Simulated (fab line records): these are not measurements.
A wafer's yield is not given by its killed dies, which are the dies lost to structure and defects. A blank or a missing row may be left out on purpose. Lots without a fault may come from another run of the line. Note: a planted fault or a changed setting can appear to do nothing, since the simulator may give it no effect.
Matching of chambers ; flow n5-finfet ; N5_MOL_CONTACT_COAG_STRIP_72 on rie-diel-03 has 4 sister chambers
The step strips in N2/H2. 18 wafers are shown with their chamber, then 9 later ones without.

## WAFERS WITH THEIR CHAMBER
wafer;chamber;showerhead-plenum-p-Torr (Torr);throttle-valve-pct (%);drypump-motor-current-A (A)
L074.1;2;2.43;23.8;5.7
L074.3;0;2.40;23.6;5.7
L074.5;2;2.43;23.9;5.7
L075.1;1;2.72;24.0;5.5
L075.3;3;2.51;23.1;6.4
L075.6;1;2.72;24.0;5.4
L076.2;0;2.40;23.6;5.6
L076.3;1;2.72;24.0;5.5
L076.5;0;2.40;23.6;5.6
L077.2;1;2.72;23.9;5.5
L077.4;0;2.40;23.6;5.7
L077.6;2;2.43;23.9;5.7
L083.1;1;2.72;24.0;5.4
L083.2;3;2.51;23.1;6.4
L083.5;3;2.51;23.1;6.4
L086.2;3;2.50;23.1;6.4
L086.4;1;2.71;24.0;5.4
L086.5;3;2.50;23.1;6.5

SIGNATURES (means of the wafers above)
reading;chamber 0;chamber 1;chamber 2;chamber 3;scatter within a chamber
showerhead-plenum-p-Torr;2.4000;2.7183;2.4300;2.5060;0.00381
throttle-valve-pct;23.600;23.983;23.867;23.100;0.0327
drypump-motor-current-A;5.650;5.450;5.700;6.420;0.0486
Rule: a wafer's distance from a chamber is the root of the sum, over the readings, of the square of ((its reading less the chamber's mean) divided by the reading's scatter). The wafer belongs to the nearest chamber; if the next one is less than 2 further off, it can't be placed. The scatter: the root of (the sum of the squares of (reading less its chamber's mean) over the shown wafers, divided by (wafers less chambers)).

## WAFERS WITH NO CHAMBER GIVEN
wafer;showerhead-plenum-p-Torr (Torr);throttle-valve-pct (%);drypump-motor-current-A (A)
L087.3;2.50;23.1;6.4
L087.4;2.42;23.9;5.7
L087.5;2.50;23.1;6.4
L091.1;2.71;24.0;5.5
L091.2;2.50;23.1;6.5
L091.4;2.71;23.5;5.7
L095.1;2.70;24.0;5.5
L095.3;2.41;23.9;5.7
L095.4;2.71;23.5;5.7

## WHICH CHAMBER EACH ONE RAN IN
wafer;from the rows above;in truth
L087.3;3;3
L087.4;2;2
L087.5;3;3
L091.1;1;1
L091.2;3;3
L091.4;1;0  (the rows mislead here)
L095.1;1;1
L095.3;2;2
L095.4;1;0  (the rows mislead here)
Correct placement for 7 of the 9. From these rows, 0 cannot be placed. 2 placed wrongly.
